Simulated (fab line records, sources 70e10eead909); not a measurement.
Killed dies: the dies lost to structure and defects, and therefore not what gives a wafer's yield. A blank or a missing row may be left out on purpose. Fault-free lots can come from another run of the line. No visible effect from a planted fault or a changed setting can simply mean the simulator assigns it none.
3 desks looking at one fault | flow nand harc | every desk sees just its own numbers, and what lay behind them comes last

FROM THE METROLOGY DESK
Lot by lot, what the gauges showed, no matter which tool ran the lot: averages of those sampled wafers that carry a number. Marked OUT: a lot whose mean sits more than 4 standard deviations from the usual mean, which makes it out of limits; the brackets give that distance.
Columns: A = overlay x nm at NHARC_A_CHANNEL_HOLE_D1_OVL_MEAS_11, usual -0.3 nm; B = overlay y nm at NHARC_A_CHANNEL_HOLE_D1_OVL_MEAS_11, usual -0.1 nm
lot  | first seen here | A    | B
L682 | day 8 08:08     | 1.2  | -0.4
L683 | day 8 08:56     | -0.9 | 0.2
L685 | day 9 00:53     | -0.5 | -0.2
L690 | day 10 06:01    | 0.6  | -0.1
L694 | day 11 14:30    | 1.5  | 0.5
L695 | day 11 14:55    | 0.2  | -0.3
L693 | day 11 15:47    | -1.0 | -2.0
L697 | day 12 04:55    | -0.5 | -1.4
L699 | day 12 16:01    | -1.1 | -0.6
L701 | day 12 16:10    | -0.2 | -0.3
L703 | day 13 04:49    | 0.3  | 0.9
L702 | day 13 05:56    | -1.1 | 0.5
L705 | day 14 01:14    | 0.5  | -0.3
Result from this desk: across the 13 lots, nothing is out of limits.

THE DEFECT DESK
Inspection counts along the route, by lot: the mean over sampled wafers that carry a number. Marked OUT: a lot whose mean sits more than 4 standard deviations from the usual mean, which makes it out of limits; the brackets give that distance.
Columns: A = raw defect count at NHARC_A_CHANNEL_HOLE_D1_INSPECT_40, usual 62
lot  | first seen here | A
L682 | day 8 15:19     | 40
L683 | day 8 18:24     | 81
L685 | day 9 08:04     | 49
L690 | day 10 13:01    | 58
L694 | day 11 21:30    | 45
L695 | day 11 21:53    | 78
L693 | day 12 01:41    | 55
L697 | day 12 11:55    | 79
L699 | day 12 23:31    | 47
L701 | day 13 02:49    | 68
L703 | day 13 11:50    | 58
L702 | day 13 12:55    | 57
L705 | day 14 08:22    | 73
Result from this desk: across the 13 lots, nothing is out of limits.

FOR THE TOOL OWNER'S DESK: rie diel-07
The tool's own readings at NHARC_A_CHANNEL_HOLE_D1_ETCH_34 (etches the open film in CF4/CHF3, target depth 154 nm, time 77 s): means of the sampled wafers that have a number, for each lot that ran on this tool. Marked OUT: a lot whose mean sits more than 4 standard deviations from the usual mean, which makes it out of limits; the brackets give that distance.
Columns: A = chf3 flow sccm at NHARC_A_CHANNEL_HOLE_D1_ETCH_34, usual 29.98 sccm; B = drypump motor current A at NHARC_A_CHANNEL_HOLE_D1_ETCH_34, usual 5.37 A; C = oes product au at NHARC_A_CHANNEL_HOLE_D1_ETCH_34, usual 0.952 a.u.; D = rf vpp V at NHARC_A_CHANNEL_HOLE_D1_ETCH_34, usual 370.5 V; E = showerhead plenum p Torr at NHARC_A_CHANNEL_HOLE_D1_ETCH_34, usual 1.57 Torr; F = throttle valve pct at NHARC_A_CHANNEL_HOLE_D1_ETCH_34, usual 16.802 %
lot  | first seen here | A     | B    | C     | D     | E    | F
L685 | day 9 01:25     | 30.02 | 5.50 | 0.979 | 371.1 | 1.59 | 16.805
L690 | day 10 06:34    | 29.95 | 5.20 | 0.883 | 370.6 | 1.58 | 16.786
L694 | day 11 15:04    | 30.04 | 5.48 | 0.968 | 369.8 | 1.53 | 16.795
L693 | day 11 16:20    | 30.03 | 5.49 | 0.979 | 370.4 | 1.53 | 16.800
Result from this desk: across the 4 lots, nothing is out of limits.

TAKEN TOGETHER
Metrology desk: nothing out of limits seen.
Nothing the defect desk looked at was out of limits.
The desk of the tool owner found nothing out of limits.

WHAT HAD BEEN PUT IN BY THE SIMULATOR
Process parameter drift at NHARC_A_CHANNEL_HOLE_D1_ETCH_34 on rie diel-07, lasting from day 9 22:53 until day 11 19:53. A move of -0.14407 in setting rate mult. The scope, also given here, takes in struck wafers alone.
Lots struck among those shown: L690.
